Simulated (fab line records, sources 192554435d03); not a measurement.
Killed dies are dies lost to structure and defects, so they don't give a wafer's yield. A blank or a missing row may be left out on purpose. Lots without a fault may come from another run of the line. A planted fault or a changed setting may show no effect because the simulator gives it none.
Split-lot experiment | flow n5_finfet | 7 lots, 21 wafers read, on a route of 1938 steps

THE SPLIT
At N5_BEOL_M14_PEB_26 (peb time 90 s), the setting peb_temp_c was moved away from the recipe's 130 C on 8 of the 21 wafers read, by -2.1% to +1.7%. The other wafers ran this setting at the recipe's value.

FROM THE SPLIT TO THE READING: what the file shows between them, 2 steps
- N5_BEOL_M14_DEVELOP_27: develop time 45 s
- N5_BEOL_M14_HARDBAKE_32: time 120 s

THE READING
cd_nm, in nm, at N5_BEOL_M14_CD_MEAS_28 (target cd 284.4 nm). Fault-free wafers of this fab line usually give 284.5 nm, standard deviation 2 nm.

wafer  | tool, chamber at the split | peb_temp_c as run, C | against the recipe | cd_nm, nm | against lot-mates on the recipe
L074.1 | litho_track-05, 0          | 130                  | recipe             | 283.1     | -
L074.2 | litho_track-05, 0          | 130                  | recipe             | 284.8     | -
L074.3 | litho_track-05, 0          | 130                  | recipe             | 285.8     | -
L076.1 | litho_track-03, 0          | 131                  | +0.8%              | 291.0     | +7.2
L076.2 | litho_track-03, 0          | 131                  | +0.8%              | 292.0     | +8.2
L076.4 | litho_track-03, 0          | 130                  | recipe             | 283.8     | -
L078.2 | litho_track-01, 0          | 130                  | recipe             | 283.6     | -
L078.3 | litho_track-01, 0          | 130                  | recipe             | 284.3     | -
L078.6 | litho_track-01, 0          | 130                  | recipe             | 281.7     | -
L082.1 | litho_track-01, 0          | 132.2                | +1.7%              | 290.7     | +4.9
L082.3 | litho_track-01, 0          | 132.2                | +1.7%              | 291.0     | +5.2
L082.4 | litho_track-01, 0          | 130                  | recipe             | 285.8     | -
L084.2 | litho_track-05, 0          | 130                  | recipe             | 284.1     | -
L084.3 | litho_track-05, 0          | 127.3                | -2.1%              | 273.9     | -11.2
L084.5 | litho_track-05, 0          | 130                  | recipe             | 286.1     | -
L087.3 | litho_track-03, 0          | 128.8                | -0.9%              | 276.0     | -5.8
L087.4 | litho_track-03, 0          | 128.8                | -0.9%              | 280.3     | -1.5
L087.5 | litho_track-03, 0          | 130                  | recipe             | 281.8     | -
L095.2 | litho_track-03, 0          | 130                  | recipe             | 282.8     | -
L095.4 | litho_track-03, 0          | 130                  | recipe             | 282.9     | -
L095.5 | litho_track-03, 0          | 131.4                | +1.1%              | 291.6     | +8.8

THE FIT
A straight line over all 21 wafers: cd_nm changes by +5.29 nm for each +1% of peb_temp_c; r = +0.92; the points scatter about the line by 2 nm.
The same after taking each lot's own level away (the mean of its wafers on the recipe; 21 wafers): +4.81 nm for each +1%; r = +0.89; scatter 2.1 nm.
On that fit, the largest move of peb_temp_c shifts the reading by 10 nm.
The lots' own levels span 281.80 to 285.80 nm, that is 2.0 times the standard deviation above.
So the lot-to-lot level changes the slope little: the two slopes agree.
Check: with one of the wafers moved furthest among these (-2.1%) left out of the fit, the line predicts -8.78 nm for it against its lot-mates. It came out at -11.2 nm against them.

THE WHOLE CHAIN: every reading that the file lists as answering this split, in the file's order
step                       | what it does                                                    | reading                                                         | change (the file's fit)              | r (the file's)
N5_BEOL_M14_CD_MEAS_28     | target cd 284.4 nm                                              | cd_nm                                                           | +5.18 nm for each +1% of the setting | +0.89
N5_BEOL_M14_DESCUM_33      | chemistry O2, time 7.9 s                                        | BEOL_M14.cd_nm (the simulator's own value, which no gauge read) | +5.11 nm for each +1% of the setting | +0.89
N5_BEOL_M14_ETCH_67        | etches SiARC in CF4, target depth 143 nm, time 238.3 s          | BEOL_M14.cd_nm (the simulator's own value, which no gauge read) | +5.2 nm for each +1% of the setting  | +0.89
N5_BEOL_M14_ETCH_68        | etches SOC in N2/H2, time 450 s                                 | BEOL_M14.cd_nm (the simulator's own value, which no gauge read) | +4.76 nm for each +1% of the setting | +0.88
N5_BEOL_M14_TRENCH_ETCH_34 | etches SiO2 in C4F8/O2/Ar, target depth 556.65 nm, time 126.9 s | BEOL_M14.cd_nm (the simulator's own value, which no gauge read) | +4.94 nm for each +1% of the setting | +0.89

THE FILE'S OWN FIT
cd_nm changes by +5.18 nm for each +1% of peb_temp_c, r = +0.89.
